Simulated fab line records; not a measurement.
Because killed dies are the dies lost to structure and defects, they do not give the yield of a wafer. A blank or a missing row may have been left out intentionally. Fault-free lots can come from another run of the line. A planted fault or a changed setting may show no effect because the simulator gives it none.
fab line records ; flow nandHarc
[record] lots = 24; wafers = 72; lastDay = 24
route steps=1159 shown A_CONTACT@905 A_BLC@987 A_M0@1014 A_M1@1039
lots untouched by any fault: they come from a run of this same line in which no faults occurred
startH: hours from the record's first day to the start of the lot's first wafer shown ; waitH: how many hours have passed since the lot's step before this one ; " same as the row above ; L1.1+2: one row covering several wafers at once ; - no value, or no start was given ; * or withheld: withheld ; < > ~ a bound
route shown NAME@n: names a module that has steps shown in the file, with the first one's number in the route ; usual: the fault-free wafers' mean and standard deviation ; same: alike in all rows ; chamber/n: place in a boat ; sites: readings site by site ; _std_site: how widely they spread, as a standard deviation ; _edge_site: mean of outer sites minus mean of inner sites ; radiusMm: how far each site lies from the wafer's centre ; mask NAME#n: copy n ; behind: the most recent tool/chamber to have shaped the wafer ; hold: cause of the lot's hold/its duration in hours/its outcome ; device: transistor that didn't switch, given as n, p or np ; end of line: tests run on the same wafers once the route is complete ; a step given without rows: its recipe and nothing more ; killed: dies lost to structure and defects at the first sort, not the wafer's yield ; map: per-die view of a wafer (x killed, . not killed, _ where there is no die)
set.NAME: the setting that was run; set.NAME@STEP: the one run at that earlier step ; model.NAME: the simulator's own value behind a step, which no gauge read
route steps across a sampled set of lots; one table per step, one row per wafer
services: the hour from which a tool's chamber was out of use, counted from the record's first day as startH (under 0 if before that day), plus the number of hours and why
[[steps]]
[step NHARC_A_CONTACT_ETCH_125]
[recipe] sourceW = withheld; pressureMtorr = 20; biasV = 1200; timeS = 155; targetDepthA = 9560; arFlowSccm = withheld; c4f8FlowSccm = withheld; o2FlowSccm = withheld; chemistry = C4F8/O2/Ar
[usual] oesAirLineAu = 1.007/0.02
lot.wafer;tool;chamber;startH;waitH;oesAirLineAu;rfHoursCounterH
L075.4;harCapEtch-02;0;378.95;0.2;0.998;-
L075.3;harCapEtch-02;1;378.95;0.2;0.997;-
L075.5;harCapEtch-02;0;378.95;0.2;0.994;-
L076.2;harCapEtch-03;0;379.77;0.2;1.026;86
L076.6;harCapEtch-03;0;379.77;0.2;1.041;-
L076.5;harCapEtch-03;1;379.77;0.2;0.979;-
L074.2;harCapEtch-01;1;384.35;0.2;1.045;56
L074.3;harCapEtch-01;0;384.35;0.2;1.001;-
L074.6;harCapEtch-01;0;384.35;0.2;1.001;-
L079.2;harCapEtch-03;0;392.50;0.2;1.018;89
L079.3;harCapEtch-03;0;392.50;0.2;1.020;-
L079.6;harCapEtch-03;0;392.50;0.2;1.021;-
L078.4;harCapEtch-01;0;394.45;0.1;0.990;-
L078.3;harCapEtch-01;1;394.45;0.1;0.996;-
L078.5;harCapEtch-01;1;394.45;0.1;0.959;-
L080.1;harCapEtch-03;0;398.04;0.2;0.998;91
L080.5;harCapEtch-03;0;398.04;0.2;0.992;-
L080.6;harCapEtch-03;1;398.04;0.2;1.027;-
L077.3;harCapEtch-03;1;405.63;0.1;1.000;-
L077.6;harCapEtch-03;1;405.63;0.1;0.992;-
L077.5;harCapEtch-03;0;405.63;0.1;0.979;-
L081.2;harCapEtch-01;1;415.11;0.2;0.996;62
L081.1;harCapEtch-01;0;415.11;0.2;0.985;62
L081.6;harCapEtch-01;0;415.11;0.2;0.990;-
L082.2;harCapEtch-03;1;427.38;0.2;0.991;95
L082.4;harCapEtch-03;1;427.38;0.2;1.038;-
L082.6;harCapEtch-03;0;427.38;0.2;1.015;-
L083.2;harCapEtch-02;0;427.84;0.2;0.931;19
L083.4;harCapEtch-02;0;427.84;0.2;0.988;-
L083.3;harCapEtch-02;1;427.84;0.2;1.019;-
L084.1;harCapEtch-01;0;437.47;0.2;1.065;65
L084.5;harCapEtch-01;1;437.47;0.2;1.008;-
L084.6;harCapEtch-01;0;437.47;0.2;1.019;-
L086.2;harCapEtch-02;1;455.07;0.3;1.037;23
L086.3;harCapEtch-02;1;455.07;0.3;1.026;-
L086.5;harCapEtch-02;1;455.07;0.3;1.006;-
L085.1;harCapEtch-01;1;455.26;0.2;1.005;68
L085.5;harCapEtch-01;0;455.26;0.2;0.990;-
L085.6;harCapEtch-01;1;455.26;0.2;1.027;-
L087.2;harCapEtch-03;0;460.20;0.2;1.013;99
L087.3;harCapEtch-03;1;460.20;0.2;0.995;-
L087.5;harCapEtch-03;0;460.20;0.2;0.996;-
L091.1;harCapEtch-02;1;470.33;0.3;1.023;26
L091.5;harCapEtch-02;0;470.33;0.3;1.002;-
L091.6;harCapEtch-02;1;470.33;0.3;1.022;-
L090.1;harCapEtch-01;1;473.30;0.2;1.030;73
L090.3;harCapEtch-01;0;473.30;0.2;1.021;-
L090.5;harCapEtch-01;0;473.30;0.2;1.013;-
L089.2;harCapEtch-03;0;475.74;0.2;1.006;103
L089.3;harCapEtch-03;0;475.74;0.2;1.010;-
L089.5;harCapEtch-03;0;475.74;0.2;0.990;-
L088.2;harCapEtch-01;0;476.66;0.2;1.026;74
L088.4;harCapEtch-01;1;476.66;0.2;0.994;-
L088.5;harCapEtch-01;1;476.66;0.2;0.971;-
L093.2;harCapEtch-03;1;481.54;0.2;0.994;106
L093.3;harCapEtch-03;0;481.54;0.2;1.013;-
L093.6;harCapEtch-03;1;481.54;0.2;0.998;-
L092.1;harCapEtch-02;0;488.62;0.2;1.028;30
L092.4;harCapEtch-02;0;488.62;0.2;1.027;-
L092.6;harCapEtch-02;1;488.62;0.2;1.022;-
L094.1;harCapEtch-01;0;490.80;0.2;1.018;77
L094.3;harCapEtch-01;0;490.80;0.2;1.033;-
L094.5;harCapEtch-01;0;490.80;0.2;1.002;-
L096.2;harCapEtch-02;1;492.36;0.2;0.985;32
L096.1;harCapEtch-02;0;492.36;0.2;1.029;32
L096.3;harCapEtch-02;1;492.36;0.2;0.987;-
L095.3;harCapEtch-01;0;496.21;0.1;0.992;-
L095.5;harCapEtch-01;1;496.21;0.1;1.014;-
L095.6;harCapEtch-01;0;496.21;0.1;0.998;-
L097.2;harCapEtch-02;1;518.18;0.2;1.031;35
L097.3;harCapEtch-02;1;518.18;0.2;1.017;-
L097.5;harCapEtch-02;0;518.18;0.2;1.005;-
[step NHARC_A_CONTACT_ETCH_131]
[recipe] sourceW = withheld; pressureMtorr = 20; biasV = 1200; timeS = 155; targetDepthA = 9560; arFlowSccm = withheld; c4f8FlowSccm = withheld; o2FlowSccm = withheld; chemistry = C4F8/O2/Ar
[usual] oesAirLineAu = 1.000/0.021
lot.wafer;tool;chamber;startH;waitH;oesAirLineAu;rfHoursCounterH
L075.4;harCapEtch-02;0;380.08;0.2;0.997;-
L075.3;harCapEtch-02;1;380.08;0.2;1.012;-
L075.5;harCapEtch-02;0;380.08;0.2;1.019;-
L076.2;harCapEtch-03;0;380.62;0.1;1.024;87
L076.6;harCapEtch-03;0;380.62;0.1;1.007;-
L076.5;harCapEtch-03;1;380.62;0.1;1.019;-
L074.2;harCapEtch-01;1;385.21;0.1;0.956;57
L074.3;harCapEtch-01;0;385.21;0.1;1.024;-
L074.6;harCapEtch-01;0;385.21;0.1;1.004;-
L079.2;harCapEtch-03;0;393.36;0.1;0.994;90
L079.3;harCapEtch-03;0;393.36;0.1;0.982;-
L079.6;harCapEtch-03;0;393.36;0.1;0.995;-
L078.4;harCapEtch-01;0;395.30;0.1;0.998;-
L078.3;harCapEtch-01;1;395.30;0.1;0.966;-
L078.5;harCapEtch-01;1;395.30;0.1;0.966;-
L080.1;harCapEtch-03;0;398.89;0.1;0.970;91
L080.5;harCapEtch-03;0;398.89;0.1;0.958;-
L080.6;harCapEtch-03;1;398.89;0.1;1.013;-
L077.3;harCapEtch-03;1;406.48;0.1;0.999;-
L077.6;harCapEtch-03;1;406.48;0.1;0.976;-
L077.5;harCapEtch-03;0;406.48;0.1;0.992;-
L081.2;harCapEtch-01;1;415.95;0.1;0.996;63
L081.1;harCapEtch-01;0;415.95;0.1;0.980;63
L081.6;harCapEtch-01;0;415.95;0.1;0.991;-
L082.2;harCapEtch-03;1;428.22;0.1;0.989;96
L082.4;harCapEtch-03;1;428.22;0.1;0.949;-
L082.6;harCapEtch-03;0;428.22;0.1;0.988;-
L083.2;harCapEtch-02;0;428.98;0.2;1.007;20
L083.4;harCapEtch-02;0;428.98;0.2;0.982;-
L083.3;harCapEtch-02;1;428.98;0.2;0.984;-
L084.1;harCapEtch-01;0;438.32;0.1;1.017;66
L084.5;harCapEtch-01;1;438.32;0.1;0.994;-
L084.6;harCapEtch-01;0;438.32;0.1;1.016;-
L085.1;harCapEtch-01;1;456.11;0.1;0.947;69
L085.5;harCapEtch-01;0;456.11;0.1;1.036;-
L085.6;harCapEtch-01;1;456.11;0.1;0.976;-
L086.2;harCapEtch-02;1;456.58;0.2;1.044;23
L086.3;harCapEtch-02;1;456.58;0.2;0.994;-
L086.5;harCapEtch-02;1;456.58;0.2;1.004;-
L087.2;harCapEtch-03;0;461.06;0.1;0.999;100
L087.3;harCapEtch-03;1;461.06;0.1;1.018;-
L087.5;harCapEtch-03;0;461.06;0.1;0.992;-
L091.1;harCapEtch-02;1;471.85;0.2;1.029;27
L091.5;harCapEtch-02;0;471.85;0.2;0.994;-
L091.6;harCapEtch-02;1;471.85;0.2;1.020;-
L090.1;harCapEtch-01;1;474.15;0.1;1.020;74
L090.3;harCapEtch-01;0;474.15;0.1;0.985;-
L090.5;harCapEtch-01;0;474.15;0.1;0.985;-
L089.2;harCapEtch-03;0;476.59;0.1;0.984;104
L089.3;harCapEtch-03;0;476.59;0.1;0.987;-
L089.5;harCapEtch-03;0;476.59;0.1;1.008;-
L088.2;harCapEtch-01;0;477.51;0.1;1.023;75
L088.4;harCapEtch-01;1;477.51;0.1;0.991;-
L088.5;harCapEtch-01;1;477.51;0.1;0.996;-
L093.2;harCapEtch-03;1;482.39;0.1;1.024;106
L093.3;harCapEtch-03;0;482.39;0.1;1.032;-
L093.6;harCapEtch-03;1;482.39;0.1;0.986;-
L092.1;harCapEtch-02;0;489.76;0.2;1.004;31
L092.4;harCapEtch-02;0;489.76;0.2;1.006;-
L092.6;harCapEtch-02;1;489.76;0.2;1.002;-
L094.1;harCapEtch-01;0;491.65;0.1;1.011;78
L094.3;harCapEtch-01;0;491.65;0.1;0.990;-
L094.5;harCapEtch-01;0;491.65;0.1;1.018;-
L096.2;harCapEtch-02;1;493.49;0.2;1.008;33
L096.1;harCapEtch-02;0;493.49;0.2;0.992;33
L096.3;harCapEtch-02;1;493.49;0.2;1.025;-
L095.3;harCapEtch-01;0;497.06;0.1;0.972;-
L095.5;harCapEtch-01;1;497.06;0.1;0.986;-
L095.6;harCapEtch-01;0;497.06;0.1;0.982;-
L097.2;harCapEtch-02;1;519.03;0.1;1.011;36
L097.3;harCapEtch-02;1;519.03;0.1;1.020;-
L097.5;harCapEtch-02;0;519.03;0.1;0.999;-
[step NHARC_A_BLC_PVD_32]
[recipe] targetThkA = 50; chamberPressurePa = 5; powerW = 5000; substrateTempC = 200; timeS = 17.7; material = Ti
[usual] throttleValvePct = 29.7/0.97
lot.wafer;tool;chamber;startH;waitH;throttleValvePct
L076.2;pvdSputter-03;-;-;-;29.2
L076.5;pvdSputter-03;-;-;-;29.2
L076.6;pvdSputter-03;-;-;-;28.1
L075.4;pvdSputter-01;-;-;-;28.4
L075.3;pvdSputter-01;-;-;-;30.0
L075.5;pvdSputter-01;-;-;-;28.8
L074.3;pvdSputter-01;-;-;-;30.0
L074.2;pvdSputter-01;-;-;-;30.9
L074.6;pvdSputter-01;-;-;-;30.0
L079.3;pvdSputter-01;-;-;-;28.5
L079.2;pvdSputter-01;-;-;-;30.2
L079.6;pvdSputter-01;-;-;-;28.4
L078.4;pvdSputter-03;-;-;-;28.3
L078.3;pvdSputter-03;-;-;-;29.4
L078.5;pvdSputter-03;-;-;-;28.1
L080.1;pvdSputter-01;-;-;-;29.7
L080.5;pvdSputter-01;-;-;-;28.4
L080.6;pvdSputter-01;-;-;-;29.8
L077.3;pvdSputter-01;-;-;-;28.9
L077.6;pvdSputter-01;-;-;-;30.1
L077.5;pvdSputter-01;-;-;-;28.4
L081.1;pvdSputter-03;-;-;-;30.5
L081.2;pvdSputter-03;-;-;-;29.0
L081.6;pvdSputter-03;-;-;-;28.1
L082.2;pvdSputter-03;-;-;-;28.2
L082.4;pvdSputter-03;-;-;-;29.3
L082.6;pvdSputter-03;-;-;-;30.3
L083.2;pvdSputter-01;-;-;-;30.0
L083.4;pvdSputter-01;-;-;-;30.9
L083.3;pvdSputter-01;-;-;-;30.2
L084.1;pvdSputter-03;-;-;-;30.3
L084.5;pvdSputter-03;-;-;-;29.4
L084.6;pvdSputter-03;-;-;-;28.2
L085.1;pvdSputter-02;-;-;-;31.2
L085.5;pvdSputter-02;-;-;-;30.4
L085.6;pvdSputter-02;-;-;-;30.9
L086.3;pvdSputter-03;-;-;-;27.6
L086.2;pvdSputter-03;-;-;-;30.2
L086.5;pvdSputter-03;-;-;-;27.8
L087.2;pvdSputter-02;-;-;-;28.8
L087.3;pvdSputter-02;-;-;-;30.6
L087.5;pvdSputter-02;-;-;-;28.9
L091.1;pvdSputter-02;-;-;-;29.8
L091.5;pvdSputter-02;-;-;-;30.6
L091.6;pvdSputter-02;-;-;-;31.0
L090.3;pvdSputter-01;-;-;-;28.7
L090.1;pvdSputter-01;-;-;-;30.4
L090.5;pvdSputter-01;-;-;-;29.9
L089.2;pvdSputter-01;-;-;-;28.7
L089.3;pvdSputter-01;-;-;-;30.2
L089.5;pvdSputter-01;-;-;-;29.9
L088.2;pvdSputter-02;-;-;-;28.7
L088.4;pvdSputter-02;-;-;-;30.2
L088.5;pvdSputter-02;-;-;-;29.1
L093.2;pvdSputter-03;-;-;-;29.0
L093.3;pvdSputter-03;-;-;-;30.3
L093.6;pvdSputter-03;-;-;-;29.2
L092.4;pvdSputter-02;-;-;-;30.8
L092.1;pvdSputter-02;-;-;-;30.5
L092.6;pvdSputter-02;-;-;-;31.2
L094.3;pvdSputter-02;-;-;-;31.2
L094.1;pvdSputter-02;-;-;-;29.1
L094.5;pvdSputter-02;-;-;-;29.7
L096.1;pvdSputter-03;-;-;-;27.8
L096.3;pvdSputter-03;-;-;-;30.5
L096.2;pvdSputter-03;-;-;-;29.1
L095.3;pvdSputter-02;-;-;-;29.5
L095.6;pvdSputter-02;-;-;-;30.6
L095.5;pvdSputter-02;-;-;-;31.1
L097.3;pvdSputter-01;-;-;-;29.7
L097.2;pvdSputter-01;-;-;-;31.8
L097.5;pvdSputter-01;-;-;-;29.8
[step NHARC_A_M0_PRE_CLEAN_29]
[recipe] timeS = 30; tempC = 280; gas = H2/He
[usual] heaterPowerW = 410/44
lot.wafer;tool;chamber;startH;waitH;heaterPowerW
L076.2;pvdSputter-03;-;-;-;367
L076.6;pvdSputter-03;-;-;-;409
L076.5;pvdSputter-03;-;-;-;367
L075.4;pvdSputter-01;-;-;-;383
L075.3;pvdSputter-01;-;-;-;377
L075.5;pvdSputter-01;-;-;-;384
L074.3;pvdSputter-01;-;-;-;484
L074.2;pvdSputter-01;-;-;-;398
L074.6;pvdSputter-01;-;-;-;383
L079.3;pvdSputter-02;-;-;-;416
L079.2;pvdSputter-02;-;-;-;377
L079.6;pvdSputter-02;-;-;-;366
L078.3;pvdSputter-01;-;-;-;470
L078.4;pvdSputter-01;-;-;-;399
L078.5;pvdSputter-01;-;-;-;470
L080.1;pvdSputter-03;-;-;-;493
L080.5;pvdSputter-03;-;-;-;368
L080.6;pvdSputter-03;-;-;-;402
L077.3;pvdSputter-03;-;-;-;402
L077.6;pvdSputter-03;-;-;-;500
L077.5;pvdSputter-03;-;-;-;409
L081.1;pvdSputter-01;-;-;-;382
L081.2;pvdSputter-01;-;-;-;400
L081.6;pvdSputter-01;-;-;-;375
L082.2;pvdSputter-01;-;-;-;476
L082.4;pvdSputter-01;-;-;-;369
L082.6;pvdSputter-01;-;-;-;376
L083.4;pvdSputter-01;-;-;-;383
L083.3;pvdSputter-01;-;-;-;394
L083.2;pvdSputter-01;-;-;-;377
L084.1;pvdSputter-01;-;-;-;370
L084.5;pvdSputter-01;-;-;-;396
L084.6;pvdSputter-01;-;-;-;371
L085.1;pvdSputter-03;-;-;-;403
L085.5;pvdSputter-03;-;-;-;391
L085.6;pvdSputter-03;-;-;-;509
L086.2;pvdSputter-01;-;-;-;398
L086.3;pvdSputter-01;-;-;-;467
L086.5;pvdSputter-01;-;-;-;382
L087.2;pvdSputter-01;-;-;-;368
L087.3;pvdSputter-01;-;-;-;469
L087.5;pvdSputter-01;-;-;-;404
L091.1;pvdSputter-01;-;-;-;366
L091.5;pvdSputter-01;-;-;-;406
L091.6;pvdSputter-01;-;-;-;379
L090.1;pvdSputter-01;-;-;-;451
L090.3;pvdSputter-01;-;-;-;404
L090.5;pvdSputter-01;-;-;-;467
L089.3;pvdSputter-03;-;-;-;519
L089.2;pvdSputter-03;-;-;-;431
L089.5;pvdSputter-03;-;-;-;387
L088.2;pvdSputter-02;-;-;-;379
L088.4;pvdSputter-02;-;-;-;386
L088.5;pvdSputter-02;-;-;-;386
L093.3;pvdSputter-03;-;-;-;438
L093.2;pvdSputter-03;-;-;-;395
L093.6;pvdSputter-03;-;-;-;429
L092.4;pvdSputter-03;-;-;-;516
L092.1;pvdSputter-03;-;-;-;441
L092.6;pvdSputter-03;-;-;-;369
L094.3;pvdSputter-02;-;-;-;379
L094.1;pvdSputter-02;-;-;-;379
L094.5;pvdSputter-02;-;-;-;386
L096.1;pvdSputter-03;-;-;-;366
L096.3;pvdSputter-03;-;-;-;511
L096.2;pvdSputter-03;-;-;-;445
L095.3;pvdSputter-03;-;-;-;364
L095.5;pvdSputter-03;-;-;-;515
L095.6;pvdSputter-03;-;-;-;445
L097.2;pvdSputter-03;-;-;-;399
L097.3;pvdSputter-03;-;-;-;504
L097.5;pvdSputter-03;-;-;-;393
[step NHARC_A_M0_INSPECT_27]
[usual] rawDefectCount = 501/160
lot.wafer;tool;chamber;startH;waitH;rawDefectCount
L076.2;defectInspect-02;-;404.55;0.0;490
L076.5;defectInspect-02;-;404.55;0.0;544
L076.6;defectInspect-02;-;404.55;0.0;616
L075.3;defectInspect-02;-;404.95;0.0;398
L075.4;defectInspect-02;-;404.95;0.0;575
L075.5;defectInspect-02;-;404.95;0.0;494
L074.2;defectInspect-01;-;407.77;0.0;511
L074.3;defectInspect-01;-;407.77;0.0;419
L074.6;defectInspect-01;-;407.77;0.0;535
L079.2;defectInspect-01;-;410.44;0.0;511
L079.3;defectInspect-01;-;410.44;0.0;756
L079.6;defectInspect-01;-;410.44;0.0;303
L078.3;defectInspect-01;-;413.58;0.0;599
L078.4;defectInspect-01;-;413.58;0.0;670
L078.5;defectInspect-01;-;413.58;0.0;601
L080.1;defectInspect-01;-;421.28;0.0;268
L080.5;defectInspect-01;-;421.28;0.0;532
L080.6;defectInspect-01;-;421.28;0.0;432
L077.3;defectInspect-02;-;425.90;0.0;457
L077.5;defectInspect-02;-;425.90;0.0;257
L077.6;defectInspect-02;-;425.90;0.0;382
L081.1;defectInspect-01;-;435.60;0.0;418
L081.2;defectInspect-01;-;435.60;0.0;344
L081.6;defectInspect-01;-;435.60;0.0;449
L082.2;defectInspect-01;-;449.70;0.0;416
L082.4;defectInspect-01;-;449.70;0.0;402
L082.6;defectInspect-01;-;449.70;0.0;379
L083.2;defectInspect-01;-;451.05;0.0;624
L083.3;defectInspect-01;-;451.05;0.0;655
L083.4;defectInspect-01;-;451.05;0.0;554
L084.1;defectInspect-01;-;459.26;0.0;710
L084.5;defectInspect-01;-;459.26;0.0;625
L084.6;defectInspect-01;-;459.26;0.0;686
L085.1;defectInspect-01;-;474.58;0.0;631
L085.5;defectInspect-01;-;474.58;0.0;653
L085.6;defectInspect-01;-;474.58;0.0;487
L086.2;defectInspect-02;-;475.29;0.0;537
L086.3;defectInspect-02;-;475.29;0.0;355
L086.5;defectInspect-02;-;475.29;0.0;529
L087.2;defectInspect-01;-;482.74;0.0;590
L087.3;defectInspect-01;-;482.74;0.0;730
L087.5;defectInspect-01;-;482.74;0.0;546
L091.1;defectInspect-01;-;496.72;0.0;436
L091.5;defectInspect-01;-;496.72;0.0;532
L091.6;defectInspect-01;-;496.72;0.0;602
L090.1;defectInspect-02;-;497.82;0.0;459
L090.3;defectInspect-02;-;497.82;0.0;467
L090.5;defectInspect-02;-;497.82;0.0;385
L089.2;defectInspect-02;-;498.38;0.0;266
L089.3;defectInspect-02;-;498.38;0.0;388
L089.5;defectInspect-02;-;498.38;0.0;430
L088.2;defectInspect-01;-;501.34;0.0;822
L088.4;defectInspect-01;-;501.34;0.0;536
L088.5;defectInspect-01;-;501.34;0.0;1242
L093.2;defectInspect-02;-;502.93;0.0;491
L093.3;defectInspect-02;-;502.93;0.0;290
L093.6;defectInspect-02;-;502.93;0.0;316
L092.1;defectInspect-02;-;517.57;0.0;369
L092.4;defectInspect-02;-;517.57;0.0;377
L092.6;defectInspect-02;-;517.57;0.0;335
L094.1;defectInspect-02;-;517.79;0.0;362
L094.3;defectInspect-02;-;517.79;0.0;409
L094.5;defectInspect-02;-;517.79;0.0;521
L096.1;defectInspect-02;-;518.10;0.0;472
L096.2;defectInspect-02;-;518.10;0.0;479
L096.3;defectInspect-02;-;518.10;0.0;632
L095.3;defectInspect-02;-;521.12;0.0;324
L095.5;defectInspect-02;-;521.12;0.0;272
L095.6;defectInspect-02;-;521.12;0.0;483
L097.2;defectInspect-01;-;544.59;0.0;804
L097.3;defectInspect-01;-;544.59;0.0;539
L097.5;defectInspect-01;-;544.59;0.0;1022
[step NHARC_A_M1_DESCUM_14]
[recipe] timeS = 3; o2FlowSccm = 200; arFlowSccm = 0; biasPowerW = 0; chemistry = O2
[usual] drypumpMotorCurrentA = 5.8/0.53; oesProductAu = 1.002/0.008; rfVppV = 58.0/0.91; showerheadPlenumPTorr = 1.96/0.073; throttleValvePct = 11.311/0.0095
lot.wafer;tool;chamber;startH;waitH;drypumpMotorCurrentA;oesProductAu;rfHoursCounterH;rfVppV;showerheadPlenumPTorr;throttleValvePct
L076.2;rieDiel-08;0;406.16;0.1;6.4;1.013;2;57.8;2.05;11.308
L076.6;rieDiel-08;2;406.16;0.1;6.2;0.992;-;57.1;2.07;11.301
L076.5;rieDiel-08;3;406.16;0.1;5.9;1.002;-;56.8;1.95;11.326
L075.4;rieDiel-09;1;406.52;0.1;5.7;0.997;12;57.5;1.85;11.305
L075.3;rieDiel-09;3;406.52;0.1;4.7;1.000;13;58.7;1.94;11.319
L075.5;rieDiel-09;1;406.52;0.1;5.7;1.003;-;58.5;1.85;11.304
L074.3;rieDiel-08;3;409.33;0.1;5.9;1.003;2;58.8;1.95;11.306
L074.2;rieDiel-08;1;409.33;0.1;6.5;1.020;3;59.1;2.00;11.316
L074.6;rieDiel-08;0;409.33;0.1;6.4;1.006;-;57.9;2.05;11.331
L079.2;rieDiel-09;2;411.93;0.1;5.4;0.999;14;58.4;1.84;11.320
L079.3;rieDiel-09;0;411.93;0.1;5.1;0.994;12;58.6;2.04;11.297
L079.6;rieDiel-09;2;411.93;0.1;5.4;0.997;-;58.0;1.84;11.299
L078.3;rieDiel-05;3;415.19;0.1;5.4;1.008;2;56.7;1.95;11.308
L078.4;rieDiel-05;2;415.19;0.1;5.6;0.995;4;58.8;2.00;11.313
L078.5;rieDiel-05;3;415.19;0.1;5.4;1.002;-;58.5;1.95;11.324
L080.1;rieDiel-09;1;423.02;0.1;5.7;1.001;14;58.7;1.85;11.316
L080.6;rieDiel-09;2;423.02;0.1;5.4;0.998;-;57.9;1.84;11.312
L080.5;rieDiel-09;1;423.02;0.1;5.7;1.005;-;57.7;1.85;11.321
L077.3;rieDiel-08;2;427.62;0.1;6.2;0.981;3;58.4;2.07;11.305
L077.6;rieDiel-08;0;427.62;0.1;6.4;0.997;-;56.9;2.05;11.299
L077.5;rieDiel-08;1;427.62;0.1;6.5;1.012;-;56.0;2.00;11.308
L081.1;rieDiel-08;1;437.21;0.1;6.5;0.997;3;57.1;2.00;11.314
L081.2;rieDiel-08;0;437.21;0.1;6.4;0.998;3;58.6;2.05;11.313
L081.6;rieDiel-08;1;437.21;0.1;6.5;0.997;-;57.8;2.00;11.300
L082.2;rieDiel-08;1;451.30;0.1;6.5;1.004;3;58.5;2.00;11.315
L082.4;rieDiel-08;2;451.30;0.1;6.2;0.996;-;58.7;2.07;11.325
L082.6;rieDiel-08;3;451.30;0.1;5.9;1.007;-;58.1;1.95;11.308
L083.2;rieDiel-05;0;452.63;0.1;6.0;1.002;5;58.3;1.93;11.304
L083.4;rieDiel-05;2;452.63;0.1;5.6;0.996;5;59.7;2.00;11.313
L083.3;rieDiel-05;3;452.63;0.1;5.4;1.000;3;58.2;1.95;11.308
L084.1;rieDiel-05;2;460.86;0.1;5.6;1.002;6;57.0;2.00;11.322
L084.5;rieDiel-05;0;460.86;0.1;6.1;1.004;-;58.2;1.93;11.314
L084.6;rieDiel-05;1;460.86;0.1;6.2;1.022;-;58.5;1.92;11.318
L085.1;rieDiel-08;1;476.18;0.1;6.5;1.016;4;59.6;2.00;11.308
L085.6;rieDiel-08;3;476.18;0.1;5.9;0.994;-;57.3;1.94;11.302
L085.5;rieDiel-08;0;476.18;0.1;6.4;1.007;-;57.5;2.05;11.313
L086.2;rieDiel-08;2;477.12;0.1;6.3;0.992;4;58.1;2.06;11.332
L086.3;rieDiel-08;0;477.12;0.1;6.4;1.015;3;60.4;2.05;11.326
L086.5;rieDiel-08;2;477.12;0.1;6.3;0.991;-;58.7;2.07;11.303
L087.2;rieDiel-05;2;484.32;0.1;5.6;1.005;8;57.2;2.00;11.318
L087.3;rieDiel-05;3;484.32;0.1;5.4;0.998;6;59.4;1.95;11.306
L087.5;rieDiel-05;1;484.32;0.1;6.2;1.012;-;58.3;1.92;11.312
L091.1;rieDiel-09;3;498.33;0.1;4.7;1.006;4;59.0;1.94;11.303
L091.6;rieDiel-09;3;498.33;0.1;4.7;1.001;-;57.6;1.94;11.317
L091.5;rieDiel-09;0;498.33;0.1;5.1;0.998;-;58.1;2.03;11.304
L090.1;rieDiel-08;3;499.30;0.1;5.9;0.994;0;56.6;1.95;11.309
L090.3;rieDiel-08;2;499.30;0.1;6.3;0.981;0;59.5;2.07;11.296
L090.5;rieDiel-08;3;499.30;0.1;5.9;0.994;-;57.2;1.94;11.307
L089.3;rieDiel-08;3;499.97;0.1;5.9;1.009;0;58.1;1.95;11.300
L089.2;rieDiel-08;1;499.97;0.1;6.5;1.002;0;56.6;2.00;11.317
L089.5;rieDiel-08;3;499.97;0.1;5.9;1.007;-;56.6;1.94;11.312
L088.4;rieDiel-05;0;503.68;0.1;6.1;1.012;10;58.1;1.93;11.312
L088.2;rieDiel-05;3;503.68;0.1;5.4;1.012;7;57.8;1.94;11.312
L088.5;rieDiel-05;1;503.68;0.1;6.2;1.005;-;57.3;1.92;11.309
L093.3;rieDiel-05;1;504.40;0.1;6.2;1.009;10;56.8;1.92;11.301
L093.2;rieDiel-05;2;504.40;0.1;5.6;1.008;9;59.3;2.00;11.307
L093.6;rieDiel-05;1;504.40;0.1;6.2;1.006;-;56.6;1.92;11.323
L092.1;rieDiel-08;1;519.41;0.1;6.5;1.000;1;59.6;2.00;11.311
L092.6;rieDiel-08;1;519.41;0.1;6.5;1.002;-;59.4;2.00;11.309
L092.4;rieDiel-08;0;519.41;0.1;6.4;1.010;-;58.7;2.05;11.318
L094.3;rieDiel-09;0;519.56;0.1;5.1;1.003;6;58.8;2.03;11.290
L094.1;rieDiel-09;1;519.56;0.1;5.8;1.006;6;57.3;1.85;11.299
L094.5;rieDiel-09;0;519.56;0.1;5.1;1.008;-;59.4;2.03;11.307
L096.2;rieDiel-09;2;519.72;0.1;5.4;0.991;6;57.2;1.84;11.329
L096.3;rieDiel-09;3;519.72;0.1;4.7;1.012;6;59.3;1.94;11.303
L096.1;rieDiel-09;0;519.72;0.1;5.1;1.006;6;58.7;2.03;11.312
L095.3;rieDiel-09;3;522.70;0.1;4.7;1.017;6;58.5;1.94;11.328
L095.6;rieDiel-09;0;522.70;0.1;5.1;1.013;-;58.2;2.03;11.305
L095.5;rieDiel-09;1;522.70;0.1;5.7;1.012;-;57.3;1.85;11.318
L097.2;rieDiel-09;3;546.19;0.1;4.7;1.011;8;58.9;1.94;11.317
L097.3;rieDiel-09;2;546.19;0.1;5.4;0.992;8;57.5;1.83;11.315
L097.5;rieDiel-09;3;546.19;0.1;4.7;1.010;-;56.8;1.94;11.321
[[services]]
tool;chamber;startH;hours;kind
rieDiel-08;-;359.83;0.8;repair
pvdSputter-03;-;373.03;21.3;repair
pvdSputter-02;-;381.98;14.3;repair
pvdSputter-02;-;396.29;10.0;pm
rieDiel-08;0;396.60;7.9;repair
rieDiel-09;3;425.47;5.0;repair
rieDiel-09;-;431.22;9.0;pm
rieDiel-08;-;433.93;0.1;repair
pvdSputter-01;-;437.04;1.4;repair
harCapEtch-02;-;439.59;0.3;repair
harCapEtch-01;-;440.34;0.3;repair
rieDiel-09;2;441.12;9.9;repair
rieDiel-08;0;449.12;10.8;repair
pvdSputter-03;-;458.00;10.0;pm
rieDiel-08;-;478.80;9.0;pm
rieDiel-09;3;484.34;11.3;repair
pvdSputter-01;-;503.72;3.3;repair
rieDiel-08;1;503.80;3.2;repair
rieDiel-08;3;512.79;7.8;repair
pvdSputter-01;-;514.01;10.0;pm
rieDiel-09;1;529.08;33.6;repair
pvdSputter-02;-;541.73;32.2;repair
rieDiel-09;0;542.64;2.9;repair
harCapEtch-03;-;545.00;17.0;pm
[[key]]
fault none
